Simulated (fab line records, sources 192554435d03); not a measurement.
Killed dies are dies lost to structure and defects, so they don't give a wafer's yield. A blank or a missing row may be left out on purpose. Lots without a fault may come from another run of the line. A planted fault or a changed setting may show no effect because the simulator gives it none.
Chamber matching | flow n5_finfet | N5_BEOL_M13_TRENCH_ETCH_34 on rie_diel-05: 4 sister chambers
The step etches SiOC in C4F8/O2/Ar, target depth 413.47 nm, time 162.6 s. 8 wafers are shown with their chamber, then 8 later ones without.

WAFERS WITH THEIR CHAMBER
wafer  | chamber | showerhead_plenum_p_Torr (Torr) | oes_product_au (a.u.)
L079.5 | 2       | 3.36                            | 0.95
L083.6 | 1       | 3.62                            | 0.89
L084.2 | 3       | 3.53                            | 0.72
L084.4 | 1       | 3.62                            | 0.90
L086.1 | 0       | 3.41                            | 0.73
L086.3 | 3       | 3.53                            | 0.71
L086.4 | 2       | 3.35                            | 0.91
L090.1 | 0       | 3.40                            | 0.73

WAFERS WITHOUT THEIR CHAMBER
wafer  | showerhead_plenum_p_Torr (Torr) | oes_product_au (a.u.)
L090.2 | 3.61                            | 0.86
L090.5 | 3.53                            | 0.71
L092.1 | 3.61                            | 0.85
L092.3 | 3.35                            | 0.89
L092.6 | 3.52                            | 0.71
L095.2 | 3.40                            | 0.72
L095.3 | 3.60                            | 0.84
L095.6 | 3.40                            | 0.72

WHICH CHAMBER EACH WENT THROUGH
wafer  | from the rows above | in truth
L090.2 | 1                   | 1
L090.5 | 3                   | 3
L092.1 | 1                   | 1
L092.3 | 2                   | 2
L092.6 | 3                   | 3
L095.2 | 0                   | 0
L095.3 | 1                   | 1
L095.6 | 0                   | 0
Placed correctly: 8 of 8. Can't be placed from these rows: 0. Placed wrongly: 0.
How it was worked out, from the rows above alone: a wafer's distance from a chamber is the root of the sum, over the readings, of the square of ((its reading less the chamber's mean) divided by the reading's scatter). The wafer belongs to the nearest chamber; if the next one is less than 2 further off, it can't be placed. A chamber's mean is the mean of its shown wafers. The scatter: the root of (the sum of the squares of (reading less its chamber's mean) over the shown wafers, divided by (wafers less chambers)).
